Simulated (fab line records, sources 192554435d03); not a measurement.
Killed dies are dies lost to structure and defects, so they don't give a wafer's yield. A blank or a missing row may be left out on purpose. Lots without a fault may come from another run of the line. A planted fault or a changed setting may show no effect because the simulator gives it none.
Split-lot experiment | flow n5_finfet | 7 lots, 39 wafers read, on a route of 1938 steps

THE SPLIT
At N5_FIN_SAQP_FIN_ETCH_36 (etches the open film in HBr/Cl2/O2, target depth 120 nm, time 50.4 s), the setting icp_w was moved away from the recipe's 800 W on 18 of the 39 wafers read, by -18.2% to +7.9%. The other wafers ran this setting at the recipe's value.

FROM THE SPLIT TO THE READING: what the file shows between them, 3 steps
- N5_FIN_SAQP_PRECLEAN_38: cleans in O3/DIW, time 45 s
- N5_FIN_SAQP_PRECLEAN_45: cleans in dHF, time 10 s
- N5_FIN_SAQP_SRD_39: time 30 s

THE READING
trench_depth_nm, in nm, at N5_FIN_SAQP_OCD_MEAS_76. Fault-free wafers of this fab line usually give 119.2 nm, standard deviation 2 nm.

wafer  | tool, chamber at the split | icp_w as run, W | against the recipe | trench_depth_nm, nm | against lot-mates on the recipe
L076.1 | rie_si-02, 1               | 800             | recipe             | 117.4               | -
L076.2 | rie_si-02, 2               | 800             | recipe             | 117.6               | -
L076.3 | rie_si-02, 3               | 745.2           | -6.8%              | 112.8               | -5.2
L076.4 | rie_si-02, 0               | 800             | recipe             | 119.1               | -
L076.5 | rie_si-02, 1               | 745.2           | -6.8%              | 113.9               | -4.1
L076.6 | rie_si-02, 0               | 745.2           | -6.8%              | 115.3               | -2.7
L077.1 | rie_si-04, 2               | 731.3           | -8.6%              | 114.7               | -6.2
L077.2 | rie_si-04, 0               | 731.3           | -8.6%              | 117.2               | -3.7
L077.3 | rie_si-04, 1               | 800             | recipe             | 123.8               | -
L077.4 | rie_si-04, 3               | 731.3           | -8.6%              | 112.8               | -8.1
L077.5 | rie_si-04, 3               | 800             | recipe             | 117.3               | -
L077.6 | rie_si-04, 0               | 800             | recipe             | 121.7               | -
L087.1 | rie_si-03, 1               | 670.6           | -16.2%             | 108.8               | -11.1
L087.2 | rie_si-03, 2               | 670.6           | -16.2%             | 108.9               | -11.0
L087.3 | rie_si-03, 3               | 800             | recipe             | 119.6               | -
L087.4 | rie_si-03, 0               | 670.6           | -16.2%             | 110.6               | -9.3
L087.5 | rie_si-03, 0               | 800             | recipe             | 119.8               | -
L087.6 | rie_si-03, 3               | 800             | recipe             | 120.3               | -
L088.1 | rie_si-04, 1               | 800             | recipe             | 122.4               | -
L088.2 | rie_si-04, 0               | 711.2           | -11.1%             | 116.1               | -6.4
L088.3 | rie_si-04, 2               | 711.2           | -11.1%             | 115.2               | -7.3
L088.4 | rie_si-04, 3               | 711.2           | -11.1%             | 112.6               | -9.9
L088.5 | rie_si-04, 1               | 800             | recipe             | 123.5               | -
L088.6 | rie_si-04, 0               | 800             | recipe             | 121.6               | -
L090.1 | rie_si-02, 3               | 800             | recipe             | 118.3               | -
L090.2 | rie_si-02, 0               | 800             | recipe             | 119.2               | -
L090.3 | rie_si-02, 1               | 862.9           | +7.9%              | 122.3               | +3.8
L090.4 | rie_si-02, 2               | 862.9           | +7.9%              | 122.8               | +4.3
L090.5 | rie_si-02, 1               | 800             | recipe             | 118.0               | -
L090.6 | rie_si-02, 0               | 862.9           | +7.9%              | 124.1               | +5.6
L094.1 | rie_si-04, 1               | 800             | recipe             | 125.1               | -
L094.2 | rie_si-04, 2               | 654.4           | -18.2%             | 110.5               | -11.7
L094.3 | rie_si-04, 3               | 800             | recipe             | 119.8               | -
L094.4 | rie_si-04, 0               | 800             | recipe             | 121.7               | -
L094.5 | rie_si-04, 0               | 654.4           | -18.2%             | 111.6               | -10.6
L094.6 | rie_si-04, 1               | 654.4           | -18.2%             | 113.6               | -8.6
L096.3 | rie_si-02, 1               | 800             | recipe             | 118.4               | -
L096.4 | rie_si-02, 2               | 800             | recipe             | 117.8               | -
L096.6 | rie_si-02, 1               | 800             | recipe             | 119.8               | -

THE FIT
A straight line over all 39 wafers: trench_depth_nm changes by +0.526 nm for each +1% of icp_w; r = +0.88; the points scatter about the line by 2.1 nm.
The same after taking each lot's own level away (the mean of its wafers on the recipe; 39 wafers): +0.616 nm for each +1%; r = +0.95; scatter 1.5 nm.
On that fit, the largest move of icp_w shifts the reading by 11 nm.
The lots' own levels span 118.03 to 122.50 nm, that is 2.2 times the standard deviation above.
So the lot-to-lot level changes the slope: the two fits differ.
Check: with one of the wafers moved furthest among these (-18.2%) left out of the fit, the line predicts -11.3 nm for it against its lot-mates. It came out at -11.7 nm against them.
Tool readings at the split's step, against how far the setting was moved: oes_product_au r = +0.77.

THE WHOLE CHAIN: every reading that the file lists as answering this split, in the file's order
step                    | what it does                                                         | reading                                                                    | change (the file's fit)                   | r (the file's)
N5_FIN_SAQP_FIN_ETCH_36 | etches the open film in HBr/Cl2/O2, target depth 120 nm, time 50.4 s | oes_product_au                                                             | +0.00331 a.u. for each +1% of the setting | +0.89
N5_FIN_SAQP_FIN_ETCH_36 | etches the open film in HBr/Cl2/O2, target depth 120 nm, time 50.4 s | FIN_SAQP.feature_depth_nm (the simulator's own value, which no gauge read) | +0.63 nm for each +1% of the setting      | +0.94
N5_FIN_SAQP_FIN_ETCH_36 | etches the open film in HBr/Cl2/O2, target depth 120 nm, time 50.4 s | etch.depth_nm (the simulator's own value, which no gauge read)             | +0.631 nm for each +1% of the setting     | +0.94
N5_FIN_SAQP_OCD_MEAS_76 |                                                                      | trench_depth_nm                                                            | +0.622 nm for each +1% of the setting     | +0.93

THE FILE'S OWN FIT
trench_depth_nm changes by +0.622 nm for each +1% of icp_w, r = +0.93.
